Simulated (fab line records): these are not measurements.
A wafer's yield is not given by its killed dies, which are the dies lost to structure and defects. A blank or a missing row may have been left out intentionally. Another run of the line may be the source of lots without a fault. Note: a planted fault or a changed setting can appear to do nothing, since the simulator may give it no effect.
fab line records	flow n5-finfet
record: lots: 6	wafers: 18	last-day: 20
route steps=1938 shown BEOL_M1@785 BEOL_M4@1111 PASSIVATION@1936
lots with no fault: from the same line, run without faults
start-h: hours from the record's opening day to when the first of the lot's shown wafers began	wait-h: how many hours have passed since the lot's step before this one	" repeats the value in the row above	L1.1+2: a single row standing in for several wafers	- no value present, or no start provided	* or withheld: withheld	< > ~ a bound
route shown NAME@n: a module of which the file shows steps, and the number in the route of the first	usual: average and standard deviation across the fault-free wafers	same: alike in all rows	chamber/n: place in a boat	sites: each site's reading	_std_site: standard deviation across them	_edge_site: the outer-site mean with the inner-site mean subtracted	radius-mm: how far each site lies from the wafer's centre	mask NAME#n: copy n	behind: the tool/chamber that last shaped the wafer	hold: reason for holding the lot/hours on hold/outcome of the hold	device: names the non-switching transistor (n, p or np)	end of line: tests of these same wafers at the route's end	step lacking rows: just its recipe	killed: the dies lost at the first sort to structure and to defects; this is not the yield of the wafer	map: shows each die of a wafer: x if killed, . if not, _ if none is there
set.NAME: setting as actually run; set.NAME@STEP: the setting as run at that earlier step	model.NAME: the simulator's own value behind a step, which no gauge read
lots seen at some steps along the route; tables by step, rows by wafer
services: the hour from which a tool's chamber was out of use, counted from the record's first day as start-h (under 0 if before that day), plus the number of hours and why
== steps ==
step: N5_BEOL_M1_DEVELOP_27
recipe: develop-time-s: 30	developer: TMAH	resist: CAR-EUV	rinse-liquid: surfactant-rinse	dry: air-spin	dev-temp-c: 23
step: N5_BEOL_M1_CD_MEAS_28
recipe: landing-energy-ev: 500	detector: se-inlens	target-cd-y-nm: 23.3
usual: cd-nm: 23.94/0.26
lot.wafer	tool	chamber	start-h	wait-h	cd-nm
L918.2	cd-sem-01	0	164.12	-	23.36
L918.4	"	0	"	"	23.98
L918.5	"	0	"	"	23.75
L925.1	cd-sem-03	0	208.68	-	23.56
L925.2	"	0	"	"	23.54
L925.4	"	0	"	"	23.89
L926.3	cd-sem-03	0	212.98	-	23.47
L926.4	"	0	"	"	24.00
L926.6	"	0	"	"	23.87
L929.1	cd-sem-01	0	223.40	-	23.66
L929.2	"	0	"	"	23.79
L929.4	"	0	"	"	23.60
L930.1	cd-sem-01	0	233.64	-	24.20
L930.3	"	0	"	"	23.97
L930.4	"	0	"	"	24.11
L935.4	cd-sem-03	0	265.19	-	23.51
L935.5	"	0	"	"	23.71
L935.6	"	0	"	"	24.08
step: N5_BEOL_M1_OVL_MEAS_29
recipe: points-per-wafer: 522
usual: V0_OVL: 0.3/0.56
lot.wafer	tool	chamber	start-h	wait-h	V0_OVL[nm]
L918.2	overlay-01	0	164.16	0.0	-0.4
L918.4	"	0	"	"	-0.9
L918.5	"	0	"	"	0.4
L925.1	overlay-01	0	208.71	0.0	-0.4
L925.2	"	0	"	"	-0.3
L925.4	"	0	"	"	0.1
L926.3	overlay-02	0	213.02	0.0	0.3
L926.4	"	0	"	"	0.5
L926.6	"	0	"	"	0.1
L929.1	overlay-02	0	223.43	0.0	-0.2
L929.2	"	0	"	"	0.8
L929.4	"	0	"	"	0.1
L930.1	overlay-01	0	233.67	0.0	0.4
L930.3	"	0	"	"	-0.4
L930.4	"	0	"	"	0.3
L935.4	overlay-02	0	265.24	0.0	1.0
L935.5	"	0	"	"	-0.2
L935.6	"	0	"	"	0.5
step: N5_BEOL_M1_INSPECT_30
recipe: mode: adi	inspect-instrument: brightfield
usual: raw-defect-count: 446/120
lot.wafer	tool	chamber	start-h	wait-h	raw-defect-count
L918.2	defect-inspect-02	-	164.21	0.0	458
L918.4	"	-	"	"	410
L918.5	"	-	"	"	418
L925.1	defect-inspect-02	-	208.77	0.1	406
L925.2	"	-	"	"	547
L925.4	"	-	"	"	363
L926.3	defect-inspect-02	-	213.07	0.0	354
L926.4	"	-	"	"	605
L926.6	"	-	"	"	416
L929.1	defect-inspect-02	-	223.49	0.1	366
L929.2	"	-	"	"	342
L929.4	"	-	"	"	293
L930.1	defect-inspect-01	-	233.73	0.1	489
L930.3	"	-	"	"	453
L930.4	"	-	"	"	524
L935.4	defect-inspect-02	-	265.28	0.0	365
L935.5	"	-	"	"	380
L935.6	"	-	"	"	330
step: N5_BEOL_M1_DESCUM_33
recipe: chemistry: O2	time-s: 7	source-power-w: 50	bias-power-w: 20	pressure-mtorr: 20	rf-frequency-hz: 2.712e+07	temp-c: 40	resist: CAR-EUV	o2-flow-sccm: 225
step: N5_BEOL_M1_ETCH_77
recipe: chemistry: N2/H2	target: underlayer	target-depth-a: 65	mask-material: CAR-EUV	time-s: 5.2	ion-energy-ev: 200	pressure-mtorr: 30	source-w: 840	bias-w: 150	n2-flow-sccm: 200	h2-flow-sccm: 200	ends: cleared
usual: bias-w: 150.0/0.44	drypump-motor-current-A: 5.7/0.38	etch-rf-on-time-s: 5.17/0.14	oes-product-au: 0.67/0.044	rf-vpp-V: 524.0/2.9	showerhead-plenum-p-Torr: 2.54/0.1	throttle-valve-pct: 17.77/0.23
lot.wafer	tool	chamber	start-h	wait-h	bias-w	drypump-motor-current-A	etch-rf-on-time-s	oes-product-au	rf-hours-counter-h	rf-vpp-V	showerhead-plenum-p-Torr	throttle-valve-pct
L918.2	rie-diel-06	3	164.54	0.0	150.3	5.7	5.38	0.63	153	528.2	2.64	17.72
L918.4	"	0	"	"	150.8	5.9	5.18	0.64	159	528.6	2.66	17.68
L918.5	"	3	"	"	149.2	5.7	5.44	0.63	-	527.1	2.64	17.73
L925.1	rie-diel-06	0	208.93	0.0	150.6	5.9	5.06	0.64	171	527.4	2.65	17.70
L925.2	"	3	"	"	150.6	5.7	5.33	0.63	165	527.4	2.63	17.76
L925.4	"	2	"	"	149.6	6.0	5.24	0.66	118	524.3	2.56	18.16
L926.3	rie-diel-03	0	213.14	0.0	149.5	5.5	5.08	0.64	174	523.5	2.54	17.70
L926.4	"	1	"	"	150.2	5.4	5.01	0.76	50	522.8	2.46	17.40
L926.6	"	2	"	"	149.8	6.1	5.08	0.65	-	523.1	2.43	17.51
L929.1	rie-diel-03	0	223.56	0.0	149.6	5.5	5.12	0.63	178	523.8	2.54	17.73
L929.2	"	2	"	"	150.5	6.1	5.05	0.63	180	520.3	2.43	17.54
L929.4	"	1	"	"	150.1	5.4	4.97	0.74	53	522.5	2.46	17.40
L930.1	rie-diel-03	1	233.80	0.0	150.2	5.4	4.95	0.75	56	521.1	2.46	17.43
L930.3	"	2	"	"	149.7	6.1	5.07	0.63	182	523.5	2.43	17.56
L930.4	"	0	"	"	150.3	5.5	5.14	0.64	182	522.7	2.54	17.72
L935.4	rie-diel-05	3	265.35	0.0	149.5	6.1	5.30	0.63	176	521.7	2.54	17.95
L935.5	"	2	"	"	150.3	4.8	5.21	0.70	-	524.5	2.58	17.61
L935.6	"	1	"	"	149.1	6.5	5.16	0.75	-	521.4	2.48	17.65
step: N5_BEOL_M1_ETCH_69
recipe: chemistry: CF4	target: SiARC	target-depth-a: 156	mask-material: CAR-EUV	time-s: 26	ion-energy-ev: 80	pressure-mtorr: 40	source-w: 545	bias-w: 36	Ar_flow_sccm: 100	cf4-flow-sccm: 100	ends: cleared
usual: bias-w: 35.99/0.11	cf4-flow-sccm: 100.07/0.3	drypump-motor-current-A: 5.7/0.37	etch-rf-on-time-s: 25.8/0.7	oes-product-au: 0.67/0.043	rf-vpp-V: 184.1/1.2	showerhead-plenum-p-Torr: 2.14/0.083	throttle-valve-pct: 15.55/0.15
lot.wafer	tool	chamber	start-h	wait-h	bias-w	cf4-flow-sccm	drypump-motor-current-A	etch-rf-on-time-s	oes-product-au	rf-hours-counter-h	rf-vpp-V	showerhead-plenum-p-Torr	throttle-valve-pct
L918.2	rie-diel-06	3	164.55	0.0	36.08	99.96	5.7	26.7	0.63	153	184.5	2.23	15.60
L918.4	"	0	"	"	35.81	100.22	5.9	25.5	0.65	159	183.4	2.23	15.49
L918.5	"	3	"	"	36.06	100.27	5.7	27.0	0.63	-	184.6	2.23	15.60
L925.1	rie-diel-06	0	208.95	0.0	35.78	100.02	5.9	25.3	0.64	171	185.6	2.22	15.55
L925.2	"	3	"	"	36.10	99.82	5.7	26.7	0.63	165	184.5	2.23	15.63
L925.4	"	2	"	"	35.99	100.04	6.1	26.1	0.66	118	184.4	2.16	15.80
L926.3	rie-diel-03	0	213.15	0.0	35.85	99.94	5.5	25.8	0.64	174	184.2	2.13	15.50
L926.4	"	1	"	"	36.00	100.58	5.4	24.9	0.75	50	182.2	2.09	15.38
L926.6	"	2	"	"	35.83	100.11	6.2	25.7	0.63	-	184.0	2.05	15.36
L929.1	rie-diel-03	0	223.57	0.0	35.80	100.03	5.5	26.0	0.63	178	184.8	2.13	15.50
L929.2	"	2	"	"	35.85	100.08	6.1	25.5	0.63	180	181.9	2.05	15.37
L929.4	"	1	"	"	36.28	99.77	5.4	24.9	0.74	53	182.2	2.09	15.39
L930.1	rie-diel-03	1	233.81	0.0	35.96	99.97	5.4	24.5	0.74	56	183.2	2.09	15.38
L930.3	"	2	"	"	35.95	100.20	6.1	25.7	0.63	182	183.1	2.05	15.36
L930.4	"	0	"	"	36.03	100.27	5.5	26.0	0.63	182	185.3	2.12	15.50
L935.4	rie-diel-05	3	265.36	0.0	36.09	99.97	6.1	27.1	0.63	176	184.2	2.12	15.55
L935.5	"	2	"	"	36.10	100.04	4.9	26.4	0.71	-	184.3	2.18	15.53
L935.6	"	1	"	"	35.81	99.78	6.5	26.3	0.74	-	182.8	2.10	15.37
step: N5_BEOL_M1_ALD_98
recipe: material: SiO2	target-thk-a: 25	temp-c: 100	ald-precursor-family: BDEAS	ald-co-reactant: O2-plasma	pulse-time-s: 1	co-reactant-pulse-time-s: 1	purge-time-s: 2	co-reactant-purge-time-s: 2	ald-cycles: 17	pressure-torr: 2
usual: heater-power-w: 80/6.8	precursor-pulse-height-rel: 1.000/0.021
lot.wafer	tool	chamber	start-h	wait-h	heater-power-w	precursor-pulse-height-rel
L918.2	ald-sin-04	0	164.64	0.1	82	1.020
L918.4	"	3	"	"	72	0.998
L918.5	"	1	"	"	77	1.003
L925.1	ald-sin-03	0	209.03	0.1	72	0.974
L925.2	"	3	"	"	73	1.018
L925.4	"	1	"	"	74	1.032
L926.3	ald-sin-02	0	213.24	0.1	89	1.031
L926.4	"	3	"	"	73	1.030
L926.6	"	1	"	"	79	0.978
L929.1	ald-sin-03	0	223.66	0.1	71	1.007
L929.2	"	2	"	"	76	1.019
L929.4	"	3	"	"	72	1.004
L930.1	ald-sin-04	1	235.05	1.2	78	0.983
L930.3	"	2	"	"	90	1.018
L930.4	"	3	"	"	76	1.005
L935.4	ald-sin-02	2	265.45	0.1	87	1.006
L935.5	"	1	"	"	77	0.999
L935.6	"	2	"	"	84	0.959
step: N5_BEOL_M1_ETCHBACK_99
recipe: chemistry: CHF3	target: SiO2	target-depth-a: 50	time-s: 10.4	source-w: 215	bias-w: 47	Ar_flow_sccm: 200	CHF3_flow_sccm: 12	ion-energy-ev: 100	pressure-mtorr: 30
usual: drypump-motor-current-A: 5.7/0.44	oes-product-au: 0.78/0.063	rf-vpp-V: 240/5.1	showerhead-plenum-p-Torr: 2.15/0.075	throttle-valve-pct: 17.01/0.15
lot.wafer	tool	chamber	start-h	wait-h	drypump-motor-current-A	oes-product-au	rf-hours-counter-h	rf-vpp-V	showerhead-plenum-p-Torr	throttle-valve-pct
L918.2	rie-diel-06	1	171.98	7.3	5.5	0.80	117	242	1.98	17.06
L918.4	"	0	"	"	5.9	0.75	161	242	2.22	16.83
L918.5	"	2	"	"	6.0	0.79	-	237	2.18	17.30
L925.1	rie-diel-05	0	217.91	8.8	5.6	0.69	216	234	2.12	17.20
L925.2	"	1	"	"	6.5	0.90	15	246	2.11	16.85
L925.4	"	2	"	"	4.8	0.84	60	238	2.20	17.01
L926.3	rie-diel-06	3	223.55	10.3	5.7	0.73	169	245	2.25	17.14
L926.4	"	2	"	"	6.0	0.76	122	235	2.18	17.33
L926.6	"	3	"	"	5.7	0.74	-	247	2.25	17.14
L929.1	rie-diel-05	2	224.03	0.3	4.8	0.85	62	239	2.20	17.02
L929.2	"	1	"	"	6.5	0.90	17	246	2.11	16.84
L929.4	"	0	"	"	5.6	0.69	217	236	2.12	17.22
L930.1	rie-diel-05	3	235.57	0.5	6.1	0.75	166	243	2.14	16.99
L930.3	"	0	"	"	5.6	0.69	222	235	2.12	17.20
L930.4	"	1	"	"	6.5	0.89	21	247	2.11	16.85
L935.4	rie-diel-03	0	265.93	0.4	5.5	0.72	191	244	2.12	16.89
L935.5	"	2	"	"	6.1	0.72	-	242	2.06	16.85
L935.6	"	3	"	"	5.1	0.78	-	235	2.26	17.10
step: N5_BEOL_M1_ETCH_70
recipe: chemistry: N2/H2	target: SOC	target-depth-a: 800	overetch-a: 160	mask-material: SiARC	temp-c: 40	time-s: 120	ion-energy-ev: 200	pressure-mtorr: 30	source-w: 840	bias-w: 150	n2-flow-sccm: 200	h2-flow-sccm: 200
usual: bias-w: 150.1/0.48	drypump-motor-current-A: 5.7/0.43	oes-product-au: 0.60/0.044	rf-vpp-V: 524.1/2.4	showerhead-plenum-p-Torr: 2.54/0.084	throttle-valve-pct: 17.75/0.22
lot.wafer	tool	chamber	start-h	wait-h	bias-w	drypump-motor-current-A	oes-product-au	rf-hours-counter-h	rf-vpp-V	showerhead-plenum-p-Torr	throttle-valve-pct
L918.2	rie-diel-06	1	172.02	0.0	150.7	5.5	0.61	117	518.9	2.36	18.04
L918.4	"	0	"	"	150.1	5.9	0.58	161	527.2	2.66	17.64
L918.5	"	2	"	"	149.6	6.0	0.60	-	523.5	2.57	18.11
L925.1	rie-diel-05	0	217.94	0.0	150.2	5.6	0.54	216	523.6	2.51	17.95
L925.2	"	1	"	"	149.3	6.5	0.69	15	522.8	2.49	17.59
L925.4	"	2	"	"	150.3	4.9	0.65	60	524.6	2.58	17.55
L926.3	rie-diel-06	3	223.59	0.0	149.9	5.7	0.57	169	526.4	2.63	17.72
L926.4	"	2	"	"	150.5	6.1	0.59	122	523.4	2.56	18.13
L926.6	"	3	"	"	149.0	5.7	0.57	-	526.7	2.63	17.72
L929.1	rie-diel-05	2	224.06	0.0	148.6	4.8	0.65	62	524.0	2.58	17.54
L929.2	"	1	"	"	150.5	6.5	0.69	17	523.9	2.49	17.60
L929.4	"	0	"	"	150.1	5.6	0.54	217	523.2	2.51	17.96
L930.1	rie-diel-05	3	235.60	0.0	150.4	6.1	0.58	166	522.7	2.55	17.91
L930.3	"	0	"	"	149.6	5.6	0.54	222	523.6	2.51	17.96
L930.4	"	1	"	"	150.7	6.5	0.68	21	523.7	2.49	17.61
L935.4	rie-diel-03	0	265.97	0.0	150.7	5.5	0.56	191	522.2	2.53	17.69
L935.5	"	2	"	"	151.0	6.2	0.56	-	521.6	2.42	17.51
L935.6	"	3	"	"	150.5	5.1	0.61	-	527.1	2.66	17.86
step: N5_BEOL_M1_STRIP_71
recipe: chemistry: N2/H2	temp-c: 40	n2-flow-sccm: 200	h2-flow-sccm: 200	rf-frequency-hz: 6e+07
step: N5_BEOL_M1_STRIP_78
recipe: chemistry: N2/H2	temp-c: 40	n2-flow-sccm: 200	h2-flow-sccm: 200	rf-frequency-hz: 6e+07
step: N5_BEOL_M1_VIA_ETCH_34
recipe: chemistry: C4F6/O2	target-depth-a: 678	mask-material: SOC	pressure-mtorr: 15	ion-energy-ev: 250	taper-deg: 4	time-s: 64.4	source-w: 350	bias-w: 170	Ar_flow_sccm: 300	C4F6_flow_sccm: 10	O2_flow_sccm: 10
usual: bias-w: 170.0/0.47	drypump-motor-current-A: 5.7/0.43	oes-product-au: 0.78/0.063	rf-vpp-V: 665/14	showerhead-plenum-p-Torr: 2.84/0.095	throttle-valve-pct: 30.65/0.22
lot.wafer	tool	chamber	start-h	wait-h	bias-w	drypump-motor-current-A	oes-product-au	rf-hours-counter-h	rf-vpp-V	showerhead-plenum-p-Torr	throttle-valve-pct	model.etch.depth-nm
L918.2	rie-diel-06	1	172.12	0.0	170.9	5.5	0.82	117	669	2.62	30.56	69.78
L918.4	"	0	"	"	170.0	5.9	0.76	161	672	2.93	30.30	67.84
L918.5	"	2	"	"	170.2	6.1	0.77	-	650	2.88	31.04	67.49
L925.1	rie-diel-05	0	218.04	0.0	170.1	5.6	0.69	216	650	2.80	30.85	65.05
L925.2	"	1	"	"	170.7	6.5	0.90	15	680	2.79	30.64	67.96
L925.4	"	2	"	"	169.5	4.8	0.84	60	658	2.91	30.80	67.34
L926.3	rie-diel-06	3	223.69	0.0	170.6	5.7	0.73	170	681	2.96	30.88	66.74
L926.4	"	2	"	"	169.9	6.1	0.75	122	653	2.87	31.06	65.85
L926.6	"	3	"	"	170.8	5.7	0.73	-	679	2.96	30.88	65.6
L929.1	rie-diel-05	2	224.16	0.0	170.3	4.9	0.86	62	659	2.91	30.78	68.79
L929.2	"	1	"	"	170.0	6.5	0.90	17	680	2.79	30.63	68.82
L929.4	"	0	"	"	192.1	5.6	0.71	218	716	2.80	30.83	67.46
L930.1	rie-diel-05	3	235.71	0.0	169.5	6.1	0.75	166	676	2.83	30.52	67.31
L930.3	"	0	"	"	190.6	5.6	0.71	222	715	2.80	30.84	68.16
L930.4	"	1	"	"	169.9	6.5	0.89	21	680	2.79	30.64	68.3
L935.4	rie-diel-03	0	266.07	0.0	169.3	5.5	0.74	191	680	2.80	30.35	67.95
L935.5	"	2	"	"	170.1	6.1	0.74	-	670	2.72	30.46	68.61
L935.6	"	3	"	"	170.2	5.1	0.78	-	653	2.98	30.76	66.17
step: N5_BEOL_M1_STRIP_83
recipe: chemistry: C4F6/O2	resist: SiARC	rf-frequency-hz: 6e+07
step: N5_BEOL_M4_RC_MEAS_101
usual: DIBL_N: 36.7/1.8	DIBL_P: 37.0/2.4	IOFF_N: 0.17/0.036	IOFF_P: 0.22/0.042	ION_N: 673/12	ION_P: 462/8.5	SS_N: 71.7/0.62	SS_P: 73.4/0.65	VT_N: 250/3.7	VT_P: -250/3.7
lot.wafer	tool	chamber	start-h	wait-h	DIBL_N[mV/V]	DIBL_P[mV/V]	IOFF_N[nA/um]	IOFF_P[nA/um]	ION_N[uA/um]	ION_P[uA/um]	SS_N[mV/dec]	SS_P[mV/dec]	VT_N[mV]	VT_P[mV]
L918.2	prober-01	0	233.38	0.2	35.0	34.8	0.13	0.18	665	455	71.8	72.8	254	-251
L918.4	"	0	"	"	38.1	37.4	0.18	0.21	667	456	72.5	73.4	249	-250
L918.5	"	0	"	"	36.5	36.2	0.16	0.20	670	456	70.9	73.3	251	-251
L925.1	prober-01	0	270.96	0.0	34.9	35.8	0.12	0.19	649	452	71.5	73.0	253	-251
L925.2	"	0	"	"	35.6	37.4	0.14	0.22	667	462	71.1	73.8	251	-251
L925.4	"	0	"	"	35.1	37.3	0.14	0.21	671	466	71.7	73.8	253	-252
L926.3	prober-01	0	280.53	0.3	39.1	41.4	0.23	0.28	696	470	72.7	74.9	245	-249
L926.4	"	0	"	"	35.6	36.4	0.15	0.18	664	452	72.0	73.4	252	-254
L926.6	"	0	"	"	34.9	35.6	0.14	0.18	665	453	71.6	73.1	252	-257
L929.1	prober-02	0	282.67	0.0	41.1	42.3	0.28	0.34	690	472	72.6	74.6	242	-242
L929.2	"	0	"	"	37.4	39.0	0.19	0.27	685	476	71.9	73.4	242	-244
L929.4	"	0	"	"	40.6	43.1	0.30	0.37	707	482	72.6	74.9	239	-240
L930.1	prober-02	0	286.97	0.0	36.8	32.7	0.16	0.18	669	457	72.3	72.2	248	-247
L930.3	"	0	"	"	36.5	35.0	0.17	0.21	688	467	71.5	73.1	247	-249
L930.4	"	0	"	"	37.0	34.7	0.17	0.21	674	465	71.5	72.9	248	-251
L935.4	prober-01	0	356.19	0.5	36.3	36.1	0.16	0.21	686	465	71.9	73.1	248	-249
L935.5	"	0	"	"	36.5	35.6	0.15	0.20	675	464	71.0	73.1	249	-253
L935.6	"	0	"	"	34.9	32.6	0.12	0.15	663	445	71.7	72.3	255	-255
step: N5_PASSIVATION_PROBE_49
usual: defect-limited-yield: 91.1/1.4	killed_at_M0_to_M3: 32/9.3	killed_at_M4_up: 13/5.8	killed-at-contacts: 12/6.3	killed-at-front-end: 44/12	killed-at-other: 3.6/2.7	killed-dies: 104/17	killed-open: 69/13	killed-short: 34/6.9	sort_bin_4_leakage: 0.00/0.031	sort_bin_5_function: 5.2/0.98	sort_bin_6_memory: 3.3/0.59	sort-n-pass: 1075/17	sort-yield-pct: 91.1/1.4
same: gross-dies: 1180	killed-at-back-side: 0	sort_bin_8_speed[%]: 0
lot.wafer	tool	chamber	start-h	wait-h	defect-limited-yield[%]	killed_at_M0_to_M3	killed_at_M4_up	killed-at-contacts	killed-at-front-end	killed-at-other	killed-dies	killed-open	killed-short	sort_bin_4_leakage[%]	sort_bin_5_function[%]	sort_bin_6_memory[%]	sort-n-pass	sort-yield-pct[%]
L918.2	prober-01	-	336.58	0.1	88.6	28	14	14	76	3	135	91	43	0	7.5	3.6	1045	88.6
L918.4	prober-01	-	336.68	0.2	90.0	31	12	10	62	3	118	75	40	0	5.8	3.6	1062	90.0
L918.5	prober-01	-	336.73	0.2	90.8	38	11	13	44	2	108	71	33	0	5.2	3.5	1072	90.8
L925.1	prober-01	-	375.31	0.0	90.2	28	9	20	52	7	116	89	26	0	5.8	3.7	1064	90.2
L925.2	prober-01	-	375.36	0.1	89.4	47	7	26	44	1	125	86	37	0	6.3	4.3	1055	89.4
L925.4	prober-01	-	375.46	0.2	91.4	26	4	20	48	3	101	60	38	0	4.7	3.4	1079	91.4
L930.1	prober-01	-	392.15	0.0	89.9	37	15	15	46	6	119	83	36	0	6.2	3.0	1061	89.9
L930.3	prober-01	-	392.25	0.1	93.0	29	6	16	30	2	83	56	27	0	4.2	2.5	1097	93.0
L930.4	prober-01	-	392.30	0.2	90.5	27	15	21	43	6	112	77	32	0	5.4	3.5	1068	90.5
killed by level:class
L918.2 STI_FIN_REVEAL:geometric-particle:open=26 MOL_CONTACT_COAG:geometric-particle:open=9 BEOL_M2:geometric-particle:open=9 FIN_SAQP:geometric-particle:open=8 STI_FIN_REVEAL:geometric-particle:short=8 FIN_SAQP:geometric-particle:short=7 DUMMY_GATE:geometric-particle:open=5 MOL_CONTACT_COAG:geometric-particle:short=5
L918.4 STI_FIN_REVEAL:geometric-particle:open=20 FIN_SAQP:geometric-particle:open=11 FIN_SAQP:geometric-particle:short=8 STI_FIN_REVEAL:geometric-particle:short=8 MOL_CONTACT_COAG:geometric-particle:open=8 BEOL_M0_SAQP:geometric-particle:short=8 BEOL_M4:geometric-particle:open=6 BEOL_M1:geometric-particle:open=5
L918.5 STI_FIN_REVEAL:geometric-particle:open=15 BEOL_M2:geometric-particle:open=13 MOL_CONTACT_COAG:geometric-particle:open=9 BEOL_M0_SAQP:geometric-particle:short=9 FIN_SAQP:geometric-particle:open=5 STI_FIN_REVEAL:geometric-particle:short=4 SPACER0:geometric-particle:short=4 MOL_CONTACT_COAG:geometric-particle:short=4
L925.1 MOL_CONTACT_COAG:geometric-particle:open=17 FIN_SAQP:geometric-particle:open=16 STI_FIN_REVEAL:geometric-particle:open=15 BEOL_M2:geometric-particle:open=9 FIN_SAQP:geometric-particle:short=5 BEOL_M3:geometric-particle:open=5 DUMMY_GATE:geometric-particle:open=4 BEOL_M0_SAQP:geometric-particle:open=4
L925.2 MOL_CONTACT_COAG:geometric-particle:open=24 BEOL_M3:geometric-particle:open=13 FIN_SAQP:geometric-particle:open=10 BEOL_M0_SAQP:geometric-particle:open=9 FIN_SAQP:geometric-particle:short=8 BEOL_M0_SAQP:geometric-particle:short=8 STI_FIN_REVEAL:geometric-particle:open=7 ILD0:geometric-particle:short=7
L925.4 MOL_CONTACT_COAG:geometric-particle:open=13 DUMMY_GATE:geometric-particle:open=10 FIN_SAQP:geometric-particle:open=9 FIN_SAQP:geometric-particle:short=8 BEOL_M0_SAQP:geometric-particle:short=8 MOL_CONTACT_COAG:geometric-particle:short=7 BEOL_M2:geometric-particle:open=6 BEOL_M0_SAQP:geometric-particle:open=4
L930.1 STI_FIN_REVEAL:geometric-particle:open=14 MOL_CONTACT_COAG:geometric-particle:open=13 FIN_SAQP:geometric-particle:short=9 BEOL_M0_SAQP:geometric-particle:open=9 BEOL_M3:geometric-particle:open=8 BEOL_M1:geometric-particle:open=7 BEOL_M2:geometric-particle:open=7 BEOL_M0_SAQP:geometric-particle:short=6
L930.3 MOL_CONTACT_COAG:geometric-particle:open=14 BEOL_M0_SAQP:geometric-particle:open=9 BEOL_M0_SAQP:geometric-particle:short=7 BEOL_M2:geometric-particle:open=5 FIN_SAQP:geometric-particle:open=4 STI_FIN_REVEAL:geometric-particle:open=4 DUMMY_GATE:geometric-particle:open=4 BEOL_M3:geometric-particle:open=4
L930.4 MOL_CONTACT_COAG:geometric-particle:open=18 FIN_SAQP:geometric-particle:open=10 BEOL_M0_SAQP:geometric-particle:short=8 BEOL_M7:geometric-particle:open=8 GATE_CUT:geometric-particle:short=7 BEOL_M2:geometric-particle:open=7 FIN_SAQP:geometric-particle:short=6 STI_FIN_REVEAL:geometric-particle:open=6
== services ==
tool	chamber	start-h	hours	kind
rie-diel-06	1	142.70	5.8	repair
ald-sin-02	-	148.80	0.9	repair
rie-diel-05	1	150.32	-	clean
rie-diel-05	1	150.32	-	consumable-replace:focus-ring
rie-diel-05	1	150.32	18.0	scheduled-down
rie-diel-05	1	150.32	18.0	vent-cycle
rie-diel-06	2	160.23	3.0	repair
rie-diel-05	-	171.20	2.8	pm
ald-sin-03	-	178.07	14.0	pm
ald-sin-03	0	178.07	14.0	vent-cycle
ald-sin-03	1	178.07	14.0	vent-cycle
ald-sin-03	2	178.07	14.0	vent-cycle
ald-sin-03	3	178.07	14.0	vent-cycle
rie-diel-06	-	190.75	2.8	pm
ald-sin-03	0	192.07	-	clean
ald-sin-03	1	192.07	-	clean
ald-sin-03	2	192.07	-	clean
rie-diel-05	0	192.21	5.8	repair
rie-diel-05	-	195.70	0.7	repair
ald-sin-04	0	215.36	32.4	repair
rie-diel-03	2	225.59	2.0	repair
ald-sin-02	-	235.26	2.0	repair
rie-diel-05	0	241.22	3.8	repair
ald-sin-03	1	258.74	16.2	repair
== key ==
first-sign: step: N5_BEOL_M1_VIA_ETCH_34	reading: bias-w	direction: up	sigmas: 45	usual: *	struck: *
effect: step: N5_BEOL_M1_VIA_ETCH_34	reading: rf-vpp-V	direction: up	sigmas: 3.7	usual: 665	struck: 715
model-effect: step: N5_BEOL_M1_VIA_ETCH_34	value: etch.depth-nm	without: 65.25	struck: 67.81
met-at N5_BEOL_M1_VIA_ETCH_34
struck-wafers L929.4,L930.3
onset-between 218.04 224.16
fault: kind: process-parameter-drift	tool: rie-diel-05	chamber: 0	onset-h: 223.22	steps: N5_BEOL_M1_VIA_ETCH_34	channel: bias-w	offset: *	shape: step	acts-in: *	stated: *
